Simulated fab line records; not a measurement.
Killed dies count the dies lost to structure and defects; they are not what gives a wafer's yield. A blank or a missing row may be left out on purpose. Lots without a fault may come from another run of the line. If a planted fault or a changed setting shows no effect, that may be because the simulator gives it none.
Tool commonality check | flow nandHarc | 12 lots, 36 wafers sampled

## REASON FOR OPENING
Flagged at NHARC_P_M2_CD_MEAS_09: reading cdNm, on 3 of 12 lots. Fault-free wafers read 170.1 nm, with a standard deviation of 0.79.
Rule: a lot is flagged in two cases, either no wafer of it has a number, or all its wafers with numbers fall more than 4 standard deviations from that mean. The rest of the lots are taken to be sound.

lot  | measured     | on       | cdNm (nm), wafer by wafer | flag
L628 | day 6 01:56  | cdSem-03 | 170.2 170.1 170.6         | 
L630 | day 6 14:50  | cdSem-03 | 171.2 170.6 169.7         | 
L631 | day 6 18:28  | cdSem-03 | 170.2 170.0 171.2         | 
L633 | day 7 07:42  | cdSem-02 | 170.2 169.6 170.0         | 
L632 | day 7 08:41  | cdSem-02 | 178.7 179.1 179.8         | FLAGGED
L634 | day 7 21:31  | cdSem-02 | 179.6 179.7 178.6         | FLAGGED
L635 | day 7 22:08  | cdSem-02 | 177.4 177.6 177.8         | FLAGGED
L647 | day 10 19:40 | cdSem-03 | 170.9 169.8 170.1         | 
L648 | day 11 01:24 | cdSem-03 | 170.3 170.5 170.4         | 
L650 | day 11 10:10 | cdSem-02 | 169.8 169.7 170.1         | 
L649 | day 11 11:01 | cdSem-02 | 168.9 169.2 168.5         | 
L651 | day 11 14:58 | cdSem-02 | 169.0 169.4 169.9         | 
The numbers of the flagged lots are 178.7 nm on average: +8.6 nm against the usual, or +11 standard deviations.

## WHICH TOOL EACH LOT WENT THROUGH
Before the reading, the record contains 2 process steps out of a 1159-step route. Every cell lists first the tool, next ch and the chambers used by the sampled wafers, and last the start.
lot  | flag    | NHARC_P_M1_PVD_20                      | NHARC_P_M2_PEB_07
L628 |         | pvdSputter-02, day 6 01:51 or earlier  | lithoTrack-01 ch 0, day 6 01:51
L630 |         | pvdSputter-02, day 6 14:45 or earlier  | lithoTrack-01 ch 0, day 6 14:45
L631 |         | pvdSputter-01, day 6 18:23 or earlier  | lithoTrack-01 ch 0, day 6 18:23
L633 |         | pvdSputter-02, day 7 07:37 or earlier  | lithoTrack-01 ch 0, day 7 07:37
L632 | FLAGGED | pvdSputter-02, day 7 08:37 or earlier  | lithoTrack-01 ch 0, day 7 08:37
L634 | FLAGGED | pvdSputter-03, day 7 21:26 or earlier  | lithoTrack-01 ch 0, day 7 21:26
L635 | FLAGGED | pvdSputter-02, day 7 22:04 or earlier  | lithoTrack-01 ch 0, day 7 22:04
L647 |         | pvdSputter-02, day 10 19:35 or earlier | lithoTrack-06 ch 0, day 10 19:35
L648 |         | pvdSputter-03, day 11 01:19 or earlier | lithoTrack-06 ch 0, day 11 01:19
L650 |         | pvdSputter-03, day 11 10:05 or earlier | lithoTrack-06 ch 0, day 11 10:05
L649 |         | pvdSputter-03, day 11 10:56 or earlier | lithoTrack-01 ch 0, day 11 10:56
L651 |         | pvdSputter-01, day 11 14:53 or earlier | lithoTrack-01 ch 0, day 11 14:53
These steps, and what they do:
- NHARC_P_M1_PVD_20: deposits TaN, target thk 5 nm, time 8.06 s.
- NHARC_P_M2_PEB_07: peb time 65 s.
- NHARC_P_M2_CD_MEAS_09: target cd 170 nm.

## FLAGGED AGAINST TOTAL, ONE TOOL AT A TIME (gauges that did the reading follow at the end)
step                  | tool          | lots run | flagged | share of the flagged lots | sound lots run after its first flagged lot
NHARC_P_M1_PVD_20     | pvdSputter-01 | 2        | 0       | none                      | -
NHARC_P_M1_PVD_20     | pvdSputter-02 | 6        | 2       | some                      | 1 (L647)
NHARC_P_M1_PVD_20     | pvdSputter-03 | 4        | 1       | some                      | 3 (L648,L650,L649)
NHARC_P_M2_PEB_07     | lithoTrack-01 | 9        | 3       | all                       | 2 (L649,L651)
NHARC_P_M2_PEB_07     | lithoTrack-06 | 3        | 0       | none                      | -
NHARC_P_M2_CD_MEAS_09 | cdSem-02      | 7        | 3       | all                       | 3 (L650,L649,L651)
NHARC_P_M2_CD_MEAS_09 | cdSem-03      | 5        | 0       | none                      | -
Because NHARC_P_M1_PVD_20 lacks a start for some lots, the hours and order of its lots are taken from NHARC_P_M2_PEB_07.

## WHAT THE TABLE PERMITS
Every flagged lot went through 2 rows of the table: lithoTrack-01 at NHARC_P_M2_PEB_07 and cdSem-02 at NHARC_P_M2_CD_MEAS_09.
- lithoTrack-01 at NHARC_P_M2_PEB_07 ran 9 lots, 3 of them flagged. After the first flagged lot (L649, L651), sound lots still ran on it; a lasting fault on the whole tool would not permit that.
- cdSem-02 at NHARC_P_M2_CD_MEAS_09 ran 7 lots, 3 of them flagged. After the first flagged lot (L650, L649, L651), sound lots still ran on it; a lasting fault on the whole tool would not permit that.
Not one row of the table ran every flagged lot while running no sound lot after the first.

## WHAT THE SIMULATOR PUT IN
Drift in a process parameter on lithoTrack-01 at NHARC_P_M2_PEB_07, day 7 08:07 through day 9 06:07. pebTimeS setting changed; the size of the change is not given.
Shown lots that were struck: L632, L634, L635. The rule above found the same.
